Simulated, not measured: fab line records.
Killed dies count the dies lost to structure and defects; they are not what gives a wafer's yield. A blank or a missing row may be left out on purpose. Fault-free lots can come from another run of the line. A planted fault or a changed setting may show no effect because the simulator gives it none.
fab line records	flow n5-finfet
record: lots: 6	wafers: 17	last-day: 16
route steps=1938 shown PASSIVATION@1917
lots with no fault: from the same line, run without faults
start-h: start of the lot's first displayed wafer, in hours after the record's first day	wait-h: hours from the lot's prior step to this one	" identical to the entry in the row above	L1.1+2: a row that stands for several wafers	- no value, or no start was given	* or withheld: withheld	< > ~ a bound
route shown NAME@n: a module of which the file shows steps, and the number in the route of the first	usual: the fault-free wafers' mean and standard deviation	same: alike in all rows	chamber/n: place in a boat	sites: readings site by site	_std_site: how widely they spread, as a standard deviation	_edge_site: mean of outer sites minus mean of inner sites	radius-mm: for every site, how far away it sits from the centre of the wafer	mask NAME#n: copy n	behind: the last tool/chamber to shape the wafer	hold: what put the lot on hold/how long, in hours/how the hold closed	device: the n, p or np transistor that did not switch	end of line: at the end of the route, the tests of the same wafers	where a step has no rows: the recipe by itself	killed: the dies lost at the first sort to structure and to defects; this is not the yield of the wafer	map: per-die view of a wafer (x killed, . not killed, _ where there is no die)
set.NAME: the setting as run; set.NAME@STEP: as run at that earlier step	model.NAME: the simulator's own value behind a step, which no gauge read
lots at some steps of the route; a table a step, a row a wafer
services: the hour from which a tool's chamber was out of use, counted from the record's first day as start-h (under 0 if before that day), plus the number of hours and why
== steps ==
step: N5_PASSIVATION_HMDS_37
recipe: time-s: 60	temp-c: 120
step: N5_PASSIVATION_COAT_38
recipe: spin-rpm: 3000	resist-thk-nm: withheld
step: N5_PASSIVATION_EBR_40
recipe: solvent: PGMEA	ebr-width-mm: 1.5
step: N5_PASSIVATION_SOFTBAKE_39
recipe: temp-c: 110	time-s: 120
step: N5_PASSIVATION_EXPOSE_41
recipe: mask-id: PASS_OPEN	na: 0.55	defocus-nm: 0	source-shape: conventional	sigma-outer: 0.8	polarization: unpolarized	target-cd-nm: 40000	dose-mj: 57.25
step: N5_PASSIVATION_PEB_42
recipe: peb-temp-c: withheld	peb-time-s: *
step: N5_PASSIVATION_DEVELOP_43
recipe: develop-time-s: 60	rinse-liquid: diw	dry: air-spin	dev-temp-c: 21
step: N5_PASSIVATION_HARDBAKE_45
recipe: temp-c: 130	time-s: 120
step: N5_PASSIVATION_CD_MEAS_44
recipe: target-cd-nm: 40000	landing-energy-ev: 500	detector: se-inlens
usual: cd-nm: 39999/4.1
lot.wafer	tool	chamber	start-h	wait-h	cd-nm
L332.4	cd-sem-02	0	293.11	-	39990
L332.5	"	0	"	"	39995
L332.6	"	0	"	"	40000
L333.2	cd-sem-02	0	297.41	-	39997
L333.3	"	0	"	"	39996
L333.4	"	0	"	"	40002
L337.2	cd-sem-03	0	321.80	-	40000
L337.5	"	0	"	"	40008
L335.2	cd-sem-01	0	322.56	-	39998
L335.4	"	0	"	"	39995
L335.6	"	0	"	"	39994
L342.3	cd-sem-01	0	349.12	-	40002
L342.4	"	0	"	"	40002
L342.6	"	0	"	"	40005
L348.2	cd-sem-01	0	390.14	-	40001
L348.4	"	0	"	"	39997
L348.5	"	0	"	"	39996
step: N5_PASSIVATION_OVL_MEAS_66
recipe: points-per-wafer: 44
usual: PASS_OPEN_OVL: 0/4.8
lot.wafer	tool	chamber	start-h	wait-h	PASS_OPEN_OVL[nm]
L332.4	overlay-01	0	293.14	0.0	5
L332.5	"	0	"	"	3
L332.6	"	0	"	"	-6
L333.2	overlay-02	0	297.44	0.0	-3
L333.3	"	0	"	"	-3
L333.4	"	0	"	"	-2
L337.2	overlay-01	0	321.83	0.0	0
L337.5	"	0	"	"	-4
L335.2	overlay-02	0	322.59	0.0	2
L335.4	"	0	"	"	-5
L335.6	"	0	"	"	1
L342.3	overlay-01	0	349.15	0.0	2
L342.4	"	0	"	"	10
L342.6	"	0	"	"	4
L348.2	overlay-02	0	390.17	0.0	4
L348.4	"	0	"	"	-6
L348.5	"	0	"	"	1
step: N5_PASSIVATION_INSPECT_67
recipe: mode: adi	inspect-instrument: macro
usual: raw-defect-count: 2.0/1.3
lot.wafer	tool	chamber	start-h	wait-h	raw-defect-count
L332.4	defect-inspect-02	-	293.16	0.0	0
L332.5	"	-	"	"	2
L332.6	"	-	"	"	2
L333.2	defect-inspect-01	-	297.46	0.0	1
L333.3	"	-	"	"	1
L333.4	"	-	"	"	5
L337.2	defect-inspect-02	-	321.86	0.0	1
L337.5	"	-	"	"	1
L335.2	defect-inspect-01	-	322.61	0.0	4
L335.4	"	-	"	"	0
L335.6	"	-	"	"	0
L342.3	defect-inspect-01	-	349.17	0.0	3
L342.4	"	-	"	"	2
L342.6	"	-	"	"	4
L348.2	defect-inspect-01	-	390.20	0.0	1
L348.4	"	-	"	"	2
L348.5	"	-	"	"	5
step: N5_PASSIVATION_DESCUM_46
recipe: chemistry: O2	time-s: 7.9	source-power-w: 50	bias-power-w: 20	pressure-mtorr: 20	rf-frequency-hz: 2.712e+07	temp-c: 40	o2-flow-sccm: 225
usual: bias-power-w: 20.00/0.059	drypump-motor-current-A: 5.7/0.43	oes-product-au: 0.81/0.091	rf-vpp-V: 243.4/1.3	showerhead-plenum-p-Torr: 2.10/0.062	throttle-valve-pct: 20.26/0.22
same: time-s: 7.9
lot.wafer	tool	chamber	start-h	wait-h	bias-power-w	drypump-motor-current-A	oes-product-au	rf-hours-counter-h	rf-vpp-V	showerhead-plenum-p-Torr	throttle-valve-pct
L332.4	rie-diel-04	1	293.20	0.0	20.00	5.1	0.92	15	243.4	2.14	20.58
L332.5	"	0	"	"	19.94	5.9	0.86	-	241.1	2.04	20.21
L332.6	"	3	"	"	19.93	5.4	0.86	-	243.5	2.06	20.44
L333.2	rie-diel-04	3	297.50	0.0	20.02	5.4	0.88	49	240.8	2.06	20.45
L333.3	"	0	"	"	20.02	5.9	0.86	62	242.7	2.04	20.21
L333.4	"	2	"	"	20.06	4.8	0.91	22	243.7	2.14	20.49
L337.2	rie-diel-05	1	322.41	0.6	20.02	5.2	0.90	43	243.2	2.13	20.26
L337.5	"	0	"	"	20.14	6.1	0.71	-	243.1	2.12	20.12
L335.2	rie-diel-04	0	323.11	0.5	19.99	5.9	0.84	72	242.8	2.03	20.22
L335.4	"	1	"	"	20.00	5.1	0.90	25	244.2	2.13	20.58
L335.6	"	3	"	"	19.96	5.4	0.85	-	241.5	2.06	20.45
L342.3	rie-diel-04	0	349.59	0.4	19.99	5.9	0.82	81	241.9	2.03	20.24
L342.4	"	0	"	"	20.03	5.9	0.83	-	241.2	2.03	20.24
L342.6	"	2	"	"	20.10	4.8	0.89	-	243.2	2.14	20.53
L348.2	rie-diel-05	3	390.23	0.0	19.94	5.6	0.79	92	244.8	2.21	20.41
L348.4	"	1	"	"	20.07	5.2	0.86	71	242.7	2.12	20.31
L348.5	"	2	"	"	19.86	6.4	0.74	-	244.2	2.19	20.60
step: N5_PASSIVATION_PASS_ETCH_47
recipe: chemistry: CF4/O2	target: SiNx	target-depth-a: 7700	time-s: 385	ion-energy-ev: 100	pressure-mtorr: 40	source-w: 535	bias-w: 49	Ar_flow_sccm: 100	cf4-flow-sccm: 100	O2_flow_sccm: 10
usual: drypump-motor-current-A: 5.7/0.42	oes_f_703_au: 0.81/0.092	oes-product-au: 0.81/0.09	rf-fwd-power-W: 533.9/1.7	rf-vpp-V: 243/11	showerhead-plenum-p-Torr: 2.22/0.055	throttle-valve-pct: 15.77/0.18
same: time-s: 385
lot.wafer	tool	chamber	start-h	wait-h	drypump-motor-current-A	oes_f_703_au	oes-product-au	rf-fwd-power-W	rf-hours-counter-h	rf-vpp-V	showerhead-plenum-p-Torr	throttle-valve-pct	model.etch.depth-nm
L332.4	rie-diel-04	1	293.23	0.0	5.1	0.98	0.94	533.7	15	233	2.25	15.87	799.1
L332.5	"	0	"	"	5.9	0.89	0.85	533.2	-	232	2.14	15.60	798
L332.6	"	3	"	"	5.4	0.83	0.86	534.9	-	239	2.15	15.67	741.9
L333.2	rie-diel-04	3	297.53	0.0	5.4	0.84	0.85	534.6	49	241	2.15	15.68	755.7
L333.3	"	0	"	"	5.9	0.87	0.86	531.7	62	232	2.14	15.59	811.6
L333.4	"	2	"	"	4.8	0.88	0.91	535.5	22	249	2.25	15.80	731.4
L337.2	rie-diel-05	1	322.45	0.0	5.2	0.89	0.91	532.3	43	247	2.25	15.78	799.2
L337.5	"	0	"	"	6.1	0.71	0.71	534.6	-	248	2.27	15.92	770.3
L335.2	rie-diel-04	0	323.15	0.0	5.9	1.11	0.88	661.5	72	210	2.14	15.62	984.2
L335.4	"	1	"	"	5.1	1.22	0.97	663.2	25	209	2.25	15.91	975
L335.6	"	3	"	"	5.4	1.05	0.87	661.9	-	216	2.15	15.69	928.8
L342.3	rie-diel-04	0	349.63	0.0	5.9	1.09	0.88	660.1	81	208	2.13	15.62	976
L342.4	"	0	"	"	5.9	1.09	0.86	660.5	-	208	2.13	15.64	968.7
L342.6	"	2	"	"	4.8	1.08	0.92	663.8	-	222	2.24	15.85	889.9
L348.2	rie-diel-05	3	390.27	0.0	5.6	0.84	0.80	534.4	92	226	2.31	15.76	770.9
L348.4	"	1	"	"	5.2	0.86	0.85	534.5	71	247	2.24	15.82	782.5
L348.5	"	2	"	"	6.3	0.80	0.75	530.8	-	223	2.30	16.00	785.7
step: N5_PASSIVATION_ETCH_54
recipe: chemistry: CHF3/O2	target: SiO2	target-depth-a: 8800	CHF3_flow_sccm: 50	O2_flow_sccm: 5	Ar_flow_sccm: 200	time-s: 440	mask-material: PR	pressure-mtorr: 30	source-w: 650	bias-w: 170	ion-energy-ev: 200
usual: drypump-motor-current-A: 5.7/0.43	oes_f_703_au: 0.82/0.094	oes-product-au: 0.81/0.09	rf-fwd-power-W: 648.8/1.8	rf-vpp-V: 527/23	showerhead-plenum-p-Torr: 2.43/0.056	throttle-valve-pct: 18.68/0.18
same: time-s: 440
lot.wafer	tool	chamber	start-h	wait-h	drypump-motor-current-A	oes_f_703_au	oes-product-au	rf-fwd-power-W	rf-hours-counter-h	rf-vpp-V	showerhead-plenum-p-Torr	throttle-valve-pct
L332.4	rie-diel-04	1	293.46	0.1	5.1	0.99	0.94	647.0	15	508	2.45	18.84
L332.5	"	0	"	"	5.9	0.88	0.85	647.3	-	506	2.35	18.59
L332.6	"	3	"	"	5.4	0.84	0.87	646.4	-	519	2.37	18.68
L333.2	rie-diel-04	3	297.76	0.1	5.4	0.85	0.85	649.5	49	521	2.36	18.71
L333.3	"	0	"	"	5.9	0.87	0.85	650.7	63	507	2.35	18.60
L333.4	"	2	"	"	4.8	0.88	0.91	648.7	22	539	2.46	18.76
L337.2	rie-diel-05	1	322.67	0.1	5.2	0.89	0.90	647.3	43	538	2.46	18.67
L337.5	"	0	"	"	6.1	0.72	0.71	650.1	-	535	2.46	18.65
L335.2	rie-diel-04	0	323.38	0.1	5.9	0.86	0.84	649.0	72	507	2.34	18.59
L335.4	"	1	"	"	5.1	0.97	0.91	647.9	26	508	2.45	18.87
L335.6	"	3	"	"	5.4	0.83	0.85	646.8	-	520	2.36	18.70
L342.3	rie-diel-04	0	349.86	0.1	5.9	0.85	0.83	646.8	81	507	2.34	18.60
L342.4	"	0	"	"	5.9	0.85	0.83	649.8	-	508	2.34	18.62
L342.6	"	2	"	"	4.8	0.85	0.88	646.6	-	537	2.45	18.80
L348.2	rie-diel-05	3	390.49	0.1	5.6	0.85	0.79	649.5	92	487	2.50	18.58
L348.4	"	1	"	"	5.2	0.86	0.86	649.0	71	535	2.45	18.73
L348.5	"	2	"	"	6.3	0.80	0.74	646.2	-	483	2.52	18.92
step: N5_PASSIVATION_PROBE_49
usual: defect-limited-yield: 91.8/1.5	killed_at_M0_to_M3: 33/11	killed_at_M4_up: 13/5	killed-at-contacts: 11/5.6	killed-at-front-end: 36/12	killed-at-other: 3.4/2.5	killed-dies: 97/18	killed-on-rim: 12/4.2	killed-open: 64/13	killed-short: 31/6.9	sort_bin_4_leakage: 0.01/0.048	sort_bin_5_function: 4.8/1	sort_bin_6_memory: 3.1/0.64	sort-n-pass: 1083/18	sort-yield-pct: 91.8/1.5
same: gross-dies: 1180	killed-at-back-side: 0	sort_bin_8_speed[%]: 0
lot.wafer	tool	chamber	start-h	wait-h	defect-limited-yield[%]	killed_at_M0_to_M3	killed_at_M4_up	killed-at-contacts	killed-at-front-end	killed-at-other	killed-dies	killed-on-rim	killed-open	killed-short	sort_bin_4_leakage[%]	sort_bin_5_function[%]	sort_bin_6_memory[%]	sort-n-pass	sort-yield-pct[%]
L333.2	prober-02	-	300.60	0.1	93.1	20	7	13	39	2	81	13	55	26	0	4.1	2.4	1099	93.1
L333.3	prober-02	-	300.65	0.1	94.3	18	7	12	26	4	67	10	48	18	0	3.2	2.2	1113	94.3
L333.4	prober-02	-	300.70	0.2	93.6	18	10	9	34	5	76	13	47	28	0	3.4	3.1	1104	93.6
L337.2	prober-01	-	325.50	0.1	91.2	34	17	15	36	2	104	13	68	32	0	5.3	3.1	1076	91.2
L337.5	prober-01	-	325.65	0.2	90.4	36	17	18	41	1	113	15	68	43	0	5.7	3.3	1067	90.4
L335.2	prober-01	-	327.49	0.1	91.5	20	10	23	43	4	100	10	65	34	0	4.8	3.3	1080	91.5
L335.4	prober-01	-	327.59	0.2	90.0	21	8	14	59	16	118	22	66	35	0	5.0	3.6	1062	90.0
L335.6	prober-01	-	327.69	0.3	91.4	35	6	11	38	11	101	16	65	35	0	4.7	3.6	1079	91.4
L342.3	prober-02	-	352.75	0.1	90.1	42	14	7	53	1	117	13	82	35	0	5.8	3.6	1063	90.1
L342.4	prober-02	-	352.80	0.2	86.5	43	15	6	93	2	159	25	119	38	0	7.5	5.6	1021	86.5
L342.6	prober-02	-	352.90	0.3	88.4	34	20	3	73	7	137	14	92	41	0	6.2	5.0	1043	88.4
L348.2	prober-01	-	393.32	0.1	90.7	29	23	16	35	7	110	12	75	33	0	6.2	2.6	1070	90.7
L348.4	prober-01	-	393.42	0.2	89.2	26	16	9	72	4	127	17	76	45	0	6.2	3.7	1053	89.2
L348.5	prober-01	-	393.47	0.2	89.8	28	17	9	63	3	120	14	74	43	0	6.0	3.8	1060	89.8
killed by level:class
L333.2 STI_FIN_REVEAL:geometric-particle:open=11 MOL_CONTACT_COAG:geometric-particle:open=10 FIN_SAQP:geometric-particle:open=8 BEOL_M3:geometric-particle:open=7 FIN_SAQP:geometric-particle:short=5 GATE_CUT:geometric-particle:short=5 BEOL_M0_SAQP:geometric-particle:open=4 MOL_CONTACT_COAG:geometric-particle:short=3
L333.3 MOL_CONTACT_COAG:geometric-particle:open=12 BEOL_M0_SAQP:geometric-particle:open=9 FIN_SAQP:geometric-particle:short=5 STI_FIN_REVEAL:geometric-particle:open=5 DUMMY_GATE:geometric-particle:open=3 BEOL_M2:geometric-particle:open=3 FIN_SAQP:geometric-particle:open=2 GATE_CUT:geometric-particle:short=2
L333.4 MOL_CONTACT_COAG:geometric-particle:open=8 FIN_SAQP:geometric-particle:open=6 STI_FIN_REVEAL:geometric-particle:open=5 DUMMY_GATE:geometric-particle:open=5 BEOL_M0_SAQP:geometric-particle:short=5 BEOL_M3:geometric-particle:open=4 FIN_SAQP:geometric-particle:short=3 GATE_CUT:geometric-particle:short=3
L337.2 MOL_CONTACT_COAG:geometric-particle:open=12 FIN_SAQP:geometric-particle:open=11 BEOL_M0_SAQP:geometric-particle:open=8 BEOL_M0_SAQP:geometric-particle:short=7 BEOL_M2:geometric-particle:open=7 FIN_SAQP:geometric-particle:short=5 BEOL_M1:geometric-particle:open=5 BEOL_M5:geometric-particle:open=5
L337.5 STI_FIN_REVEAL:geometric-particle:open=14 MOL_CONTACT_COAG:geometric-particle:open=12 BEOL_M4:geometric-particle:open=11 BEOL_M0_SAQP:geometric-particle:short=10 BEOL_M3:geometric-particle:open=8 FIN_SAQP:geometric-particle:short=7 FIN_SAQP:geometric-particle:open=6 MOL_CONTACT_COAG:geometric-particle:short=6
L335.2 MOL_CONTACT_COAG:geometric-particle:open=18 FIN_SAQP:geometric-particle:short=11 BEOL_M1:geometric-particle:open=8 STI_FIN_REVEAL:geometric-particle:open=6 FIN_SAQP:geometric-particle:open=5 MOL_CONTACT_COAG:geometric-particle:short=5 STARTING-WAFER:geometric-particle:short=5 STARTING-WAFER:geometric-particle:open=5
L335.4 STI_FIN_REVEAL:geometric-particle:open=17 HKMG_FIN:area-etch=15 MOL_CONTACT_COAG:geometric-particle:open=13 FIN_SAQP:geometric-particle:open=10 PASS1_CAP:geometric-particle:short=8 BEOL_M0_SAQP:geometric-particle:short=7 PASS1_CAP:geometric-particle:open=6 ILD0:geometric-particle:short=4
L335.6 MOL_CONTACT_COAG:geometric-particle:open=11 BEOL_M2:geometric-particle:open=10 BEOL_M3:geometric-particle:open=9 FIN_SAQP:geometric-particle:short=6 STI_FIN_REVEAL:geometric-particle:open=6 FIN_SAQP:geometric-particle:open=5 GATE_CUT:geometric-particle:short=5 BEOL_M0_SAQP:geometric-particle:short=5
L342.3 STI_FIN_REVEAL:geometric-particle:open=13 FIN_SAQP:geometric-particle:open=13 FIN_SAQP:geometric-particle:short=12 BEOL_M0_SAQP:geometric-particle:open=9 BEOL_M3:geometric-particle:open=9 BEOL_M4:geometric-particle:open=8 MOL_CONTACT_COAG:geometric-particle:open=7 BEOL_M0_SAQP:geometric-particle:short=7
L342.4 FIN_SAQP:geometric-particle:open=40 FIN_SAQP:geometric-particle:short=12 GATE_CUT:geometric-particle:open=11 BEOL_M2:geometric-particle:open=11 BEOL_M0_SAQP:geometric-particle:open=9 DUMMY_GATE:geometric-particle:open=8 GATE_CUT:geometric-particle:short=8 BEOL_M1:geometric-particle:open=7
L342.6 STI_FIN_REVEAL:geometric-particle:open=25 FIN_SAQP:geometric-particle:open=16 BEOL_M4:geometric-particle:open=10 FIN_SAQP:geometric-particle:short=9 GATE_CUT:geometric-particle:short=8 BEOL_M0_SAQP:geometric-particle:open=6 BEOL_M3:geometric-particle:open=6 DUMMY_GATE:geometric-particle:open=5
L348.2 MOL_CONTACT_COAG:geometric-particle:open=12 BEOL_M3:geometric-particle:open=9 BEOL_M4:geometric-particle:open=8 DUMMY_GATE:geometric-particle:open=7 BEOL_M5:geometric-particle:open=7 BEOL_M0_SAQP:geometric-particle:open=6 FIN_SAQP:geometric-particle:short=5 BEOL_M2:geometric-particle:open=5
L348.4 FIN_SAQP:geometric-particle:short=16 BEOL_M2:geometric-particle:open=10 MOL_CONTACT_COAG:geometric-particle:open=9 GATE_CUT:geometric-particle:open=8 GATE_CUT:geometric-particle:short=8 FIN_SAQP:geometric-particle:open=7 STI_FIN_REVEAL:geometric-particle:open=7 HKMG_FIN:area-etch=6
L348.5 FIN_SAQP:geometric-particle:open=20 FIN_SAQP:geometric-particle:short=14 MOL_CONTACT_COAG:geometric-particle:open=8 BEOL_M0_SAQP:geometric-particle:open=7 BEOL_M0:geometric-particle:open=7 BEOL_M0_SAQP:geometric-particle:short=6 BEOL_M4:geometric-particle:open=6 STI_FIN_REVEAL:geometric-particle:open=5
== services ==
tool	chamber	start-h	hours	kind
rie-diel-04	3	307.04	5.2	repair
rie-diel-04	1	324.53	5.2	repair
rie-diel-05	2	336.31	4.8	repair
rie-diel-05	0	341.11	-	clean
rie-diel-05	0	341.11	-	consumable-replace:focus-ring
rie-diel-05	0	341.11	30.5	scheduled-down
rie-diel-05	0	341.11	30.5	vent-cycle
rie-diel-05	0	379.50	2.6	repair
== key ==
first-sign: step: N5_PASSIVATION_PASS_ETCH_47	reading: rf-fwd-power-W	direction: up	sigmas: 76	usual: *	struck: *
effect: step: N5_PASSIVATION_PASS_ETCH_47	reading: oes_f_703_au	direction: up	sigmas: 3.2	usual: 0.81	struck: 1.11
model-effect: step: N5_PASSIVATION_PASS_ETCH_47	value: etch.depth-nm	without: 790.6	struck: 953.8
met-at N5_PASSIVATION_PASS_ETCH_47
struck-wafers L335.2,L335.4,L335.6,L342.3,L342.4,L342.6
baseline-loss: step: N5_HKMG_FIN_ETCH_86	wafers: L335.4
onset-between 297.53 323.15
fault: kind: process-parameter-drift	tool: rie-diel-04	chamber: -	onset-h: 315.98	steps: N5_PASSIVATION_PASS_ETCH_47	channel: source-w	offset: 128.4	shape: step	end-h: 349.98	acts-in: these-recipes-only	stated: 535
baseline-loss: these wafers lose ten dies or more at that step, a loss of the line's own and not of a fault; the sort's usual values leave them out
